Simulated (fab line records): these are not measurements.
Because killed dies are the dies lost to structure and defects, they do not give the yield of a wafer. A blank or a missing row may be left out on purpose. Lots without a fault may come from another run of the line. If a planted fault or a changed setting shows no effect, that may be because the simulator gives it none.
Split-lot experiment ; flow n5 finfet ; on a route of 1938 steps: 7 lots, 21 wafers read

## THE SPLIT ITSELF
At N5_BEOL_M14_ETCH_68 (etches SOC in N2/H2, time 450 s), the setting time s was moved away from the recipe's 450 s on 6 of the 21 wafers read, by -19.3% to +12.3%. The other wafers ran this setting at the recipe's value.

Reading taken at the split's own step.

## THE READING
SiARC_of_BEOL_M14_COAT_66.thk nm (the simulator's own value, which no gauge read), in nm, at N5_BEOL_M14_ETCH_68 (etches SOC in N2/H2, time 450 s). The file gives no usual value for it. Here, 15 wafers ran the recipe; their average is 65.4 nm with a standard deviation of 0.77 nm.

wafer;tool, chamber at the split;time s as run, s;against the recipe;SiARC_of_BEOL_M14_COAT_66.thk nm, nm;against lot-mates on the recipe
L078.1;rie diel-06, 0;450;recipe;64.2;-
L078.2;rie diel-06, 2;450;recipe;65;-
L078.5;rie diel-06, 2;450;recipe;64.6;-
L081.1;rie diel-02, 0;415.5;-7.7%;70.4;+4.6
L081.2;rie diel-02, 2;450;recipe;65.8;-
L081.4;rie diel-02, 1;415.5;-7.7%;69.8;+4.0
L080.2;rie diel-01, 2;450;recipe;65.2;-
L080.3;rie diel-01, 1;450;recipe;64.2;-
L080.4;rie diel-01, 0;450;recipe;66;-
L082.1;rie diel-02, 1;450;recipe;66.2;-
L082.2;rie diel-02, 2;450;recipe;65.2;-
L082.5;rie diel-02, 0;450;recipe;66.6;-
L087.2;rie diel-02, 0;498.9;+10.9%;61.4;-3.2
L087.4;rie diel-02, 1;498.9;+10.9%;60.6;-4.0
L087.5;rie diel-02, 3;450;recipe;64.6;-
L089.2;rie diel-02, 1;363.2;-19.3%;74.2;+7.9
L089.3;rie diel-02, 0;450;recipe;66.4;-
L089.5;rie diel-02, 0;450;recipe;66.2;-
L094.1;rie diel-02, 3;505.3;+12.3%;58.8;-6.9
L094.2;rie diel-02, 1;450;recipe;66;-
L094.6;rie diel-02, 2;450;recipe;65.4;-

FIT RESULTS
A straight line over all 21 wafers: SiARC_of_BEOL_M14_COAT_66.thk nm changes by -0.477 nm for each +1% of time s; r = -0.97; the points scatter about the line by 0.83 nm.
The same after taking each lot's own level away (the mean of its wafers on the recipe; 21 wafers): -0.435 nm for each +1%; r = -0.97; scatter 0.74 nm.
On that fit, the largest move of time s shifts the reading by 8.4 nm.
Across the lots, their own levels run from 64.60 to 66.30 nm, a range of 2.2 times the standard deviation given above.
So the lot-to-lot level changes the slope little: the two slopes agree.
Check: for one of the wafers moved furthest among these (-19.3%), held out of the fit, the line's prediction against its lot-mates is +9.01 nm. Against them it came out at +7.9 nm.

## OTHER SPLITS ON THESE WAFERS
Before the reading, these wafers also passed through other splits. Each is held against what the fit with the lots' levels taken away leaves over:
other split on the same wafers;wafers away from the commonest value;r with SiARC_of_BEOL_M14_COAT_66.thk nm (lot level and that fit taken away)
N5_BEOL_M14_EXPOSE_25 dose mj;6;-0.37

## THE FILE'S OWN FIT
SiARC_of_BEOL_M14_COAT_66.thk nm changes by -0.442 nm for each +1% of time s, r = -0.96.
